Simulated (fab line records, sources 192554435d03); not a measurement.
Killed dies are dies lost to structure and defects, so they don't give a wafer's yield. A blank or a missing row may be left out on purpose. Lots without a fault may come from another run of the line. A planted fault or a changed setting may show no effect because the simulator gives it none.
A struck lot beside a sound one | flow n5_finfet | 33 steps out of a route of 1938
Sound: wafers L227.1, L227.4, L227.6. Struck: wafers L226.4, L226.5, L226.6. The cause comes at the end.
At each step with rows: each side's tool, then ch and its chambers, then its first start. Under that, the readings that differ: sound wafers | struck wafers | difference of the means | sigmas: that difference in standard deviations of wafers without a fault.
alike: readings whose means differ by less than 2 such deviations, and words and numbers that are the same on both sides. not compared: withheld readings, readings that some wafer has no value for, bounds like >300 that may hide the same value, and numbers for which the record gives no deviation and whose values overlap.
The two part at a step that has a row with sigmas, a row that says differs or no value, or rows on one side only. Numbers that don't overlap but have no deviation are shown without sigmas and don't part them. A reading that every wafer of one side lacks parts them only if that side has two wafers or more.

first, 10 steps without rows for these wafers: N5_SD_EPI_P_PRECLEAN_51 (cleans in NF3:NH3, afs cycles 1, time 20 s, sublimation time 60 s); N5_SD_EPI_P_VAPOR_ETCH_44 (etches SiGe30 in NF3/Ar, time 3.3 s); N5_SD_EPI_P_EPI_21 (deposits SiGe:B, time 355 s); N5_SD_EPI_P_HM_STRIP_48 (strips SiNx in H3PO4, material SiNx, target depth 3 nm); N5_SD_EPI_P_SRD_49 (time 30 s); N5_SD_EPI_P_PRECLEAN_24 (cleans in O3/DIW, time 45 s); N5_SD_EPI_P_PRECLEAN_32 (cleans in dHF, time 10 s); N5_SD_EPI_P_PRECLEAN_33 (cleans in SC2, time 45 s); N5_SD_EPI_P_SRD_25 (time 30 s); N5_SD_ACTIVATION_RTA_00 (time 0 s).
N5_SD_ACTIVATION_LSA_01: time 0.0008 s.
  sound on laser_anneal-01 ch 0, day 7 01:12; struck on laser_anneal-02 ch 0, day 6 23:40
  reading          | sound                | struck               | difference | sigmas
  wafer_temp_C_max | 1084.5 1084.8 1084.1 | 1073.9 1072.2 1073.0 | -11.4      | -6
N5_SD_ACTIVATION_RS_MEAS_03: measures by four-point-probe.
  sound on film_metro-01, day 7 01:24; struck on film_metro-01, day 6 23:50
  reading          | sound          | struck         | difference | sigmas
  RS_SD_N (ohm/sq) | 21.9 21.9 22.3 | 23.2 23.3 23.5 | +1.3       | +4
  RS_SD_P (ohm/sq) | 55.4 53.9 54.6 | 56.5 56.8 56.7 | +2.0       | +2
then, 19 steps without rows for these wafers: N5_ILD0_LINER_00 (material SiNx, target thk 4 nm, pulse time 1 s, purge time 2 s); N5_ILD0_FCVD_FILL_01 (material SiO2 flowable, target thk 200 nm, time 328.3 s); N5_ILD0_CURE_02 (time 1800 s); N5_ILD0_CMP_03 (polishes, stops on SiNx, t overpolish 1.9 s, target thk 197.38 nm); N5_ILD0_CMP_07 (polishes SiO2 flowable, stops on poly-Si, t overpolish 1.18 s, target thk 138.88 nm); N5_ILD0_PRECLEAN_10 (cleans in NF3:NH3, afs cycles 5, time 20 s, sublimation time 60 s); N5_ILD0_ALD_15 (deposits SiNx, target thk 24 nm, pulse time 1 s, ald cycles 480); N5_ILD0_CMP_12 (polishes SiNx, stops on poly-Si, t overpolish 6 s, target thk 17.67 nm); N5_SDB_HM_DEP_00 (deposits SiNx from SiH4/NH3/N2, target thk 40 nm, time 35.3 s); N5_SDB_COAT_03 (time 60 s, resist thk 100 nm); N5_SDB_COAT_04 (time 60 s, resist thk 18 nm); N5_SDB_COAT_05 (resist thk 90 nm); N5_SDB_EBR_07; N5_SDB_SOFTBAKE_06 (time 60 s); N5_SDB_EXPOSE_08 (exposes mask SDB); N5_SDB_PEB_09 (peb time 60 s); N5_SDB_DEVELOP_10 (develop time 30 s); N5_SDB_DESCUM_16 (chemistry O2, time 7.9 s); N5_SDB_ETCH_17 (etches SiARC in CF4, target depth 23.4 nm, time 39 s).
-- the record jumps here: 7 days lie between the struck wafers' starts before and after (it left off in module SDB and takes up again in module BEOL_M4, whose first step shown is number 1111 of the route) --
N5_BEOL_M4_RC_MEAS_101:
  sound on prober-01 ch 0, day 12 21:05; struck on prober-02 ch 0, day 14 08:31
  reading             | sound          | struck         | difference | sigmas
  RC_DENSE_N (ohm.um) | 18.5 19.0 18.3 | 20.8 20.5 20.5 | +2.0       | +4
  RC_N (ohm.um)       | 15.1 15.7 14.9 | 17.0 16.7 16.6 | +1.5       | +4
  RS_SD_N (ohm/sq)    | 28.5 28.5 28.8 | 30.1 30.2 30.5 | +1.7       | +4
  alike: DIBL_N, DIBL_P, IOFF_N, IOFF_P, ION_N, ION_P, SS_N, SS_P, VT_N, VT_P
-- the record jumps here: 5 days lie between the struck wafers' starts before and after (it left off in module BEOL_M4 and takes up again in module PASSIVATION, whose first step shown is number 1936 of the route) --
N5_PASSIVATION_PROBE_49:
  the record has rows for the struck wafers here (prober-01, day 19 10:25) and none for the sound ones

WHERE THEY PART
First at N5_SD_ACTIVATION_LSA_01; last, within this record, at N5_PASSIVATION_PROBE_49.

WHY: what the simulator had put in
Process parameter drift: laser_anneal-02, from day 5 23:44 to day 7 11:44, at N5_SD_ACTIVATION_LSA_01. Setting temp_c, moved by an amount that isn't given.
